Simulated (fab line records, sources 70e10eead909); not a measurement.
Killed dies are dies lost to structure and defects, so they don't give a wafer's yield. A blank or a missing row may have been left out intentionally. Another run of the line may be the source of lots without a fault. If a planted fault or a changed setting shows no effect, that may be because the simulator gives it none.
The same fault as seen by 2 desks + flow nand-harc + each desk holds nothing but its own numbers, with what lay behind them at the end

## FOR THE TOOL OWNER'S DESK: pecvd-onon-03
The tool's own readings at NHARC_A_ONON_D1_DEP_12 (target thk 1000 nm): means of the sampled wafers that have a number, for each lot that ran on this tool. The brackets show how far a lot's mean lies from the usual mean; more than 4 standard deviations puts the lot out of limits, marked OUT.
Columns: A = nh3-flow-sccm at NHARC_A_ONON_D1_DEP_12, usual 499.8 sccm
| lot  | first seen here | A     |
|------|-----------------|-------|
| L328 | day 10 20:32    | 499.5 |
| L329 | day 10 20:58    | 500.9 |
| L332 | day 11 19:58    | 501.3 |
| L334 | day 12 04:40    | 498.8 |
| L338 | day 12 21:35    | 498.5 |
This desk's finding: nothing out of limits on any of the 5 lots.

## METROLOGY DESK
What the gauges read, lot by lot, whatever tool the lot ran on: means of the sampled wafers that have a number. The brackets show how far a lot's mean lies from the usual mean; more than 4 standard deviations puts the lot out of limits, marked OUT.
Columns: A = thk-nm at NHARC_A_ONON_D1_THK_MEAS_14, usual 1001 nm
| lot  | first seen here | A              |
|------|-----------------|----------------|
| L318 | day 8 07:07     | 1005           |
| L321 | day 8 13:32     | 1006           |
| L323 | day 9 11:37     | 1001           |
| L325 | day 9 21:47     | 993            |
| L331 | day 10 20:55    | 1023           |
| L328 | day 10 20:56    | 1006           |
| L327 | day 10 21:05    | 1014           |
| L329 | day 10 21:19    | 1018           |
| L332 | day 11 20:14    | 1335 (+28) OUT |
| L334 | day 12 04:57    | 1342 (+28) OUT |
| L335 | day 12 05:00    | 984            |
| L338 | day 12 21:52    | 1325 (+27) OUT |
Finding of this desk: L332, L334, L338 out of limits; the first was L332 at day 11 20:14, on thk-nm at NHARC_A_ONON_D1_THK_MEAS_14. In limits: L318, L321, L323, L325, L331, L328, L327, L329, L335.

## ALL TOGETHER
L332, L334, L338 would have let the metrology desk raise an alarm at day 11 20:14.
Nothing out of limits was seen by the tool owner's desk.
The tool owner's desk has L332, L334, L338 on record, within its limits.
Every lot named ran NHARC_A_ONON_D1_DEP_12 on pecvd-onon-03.

## WHAT WAS PUT IN BY THE SIMULATOR
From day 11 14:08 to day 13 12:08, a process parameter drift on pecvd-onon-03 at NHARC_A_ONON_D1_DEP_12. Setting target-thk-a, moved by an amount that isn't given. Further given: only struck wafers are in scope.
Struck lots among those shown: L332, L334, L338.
Delay in hours, fault start to first out-of-limits reading, per desk: metrology desk 6.
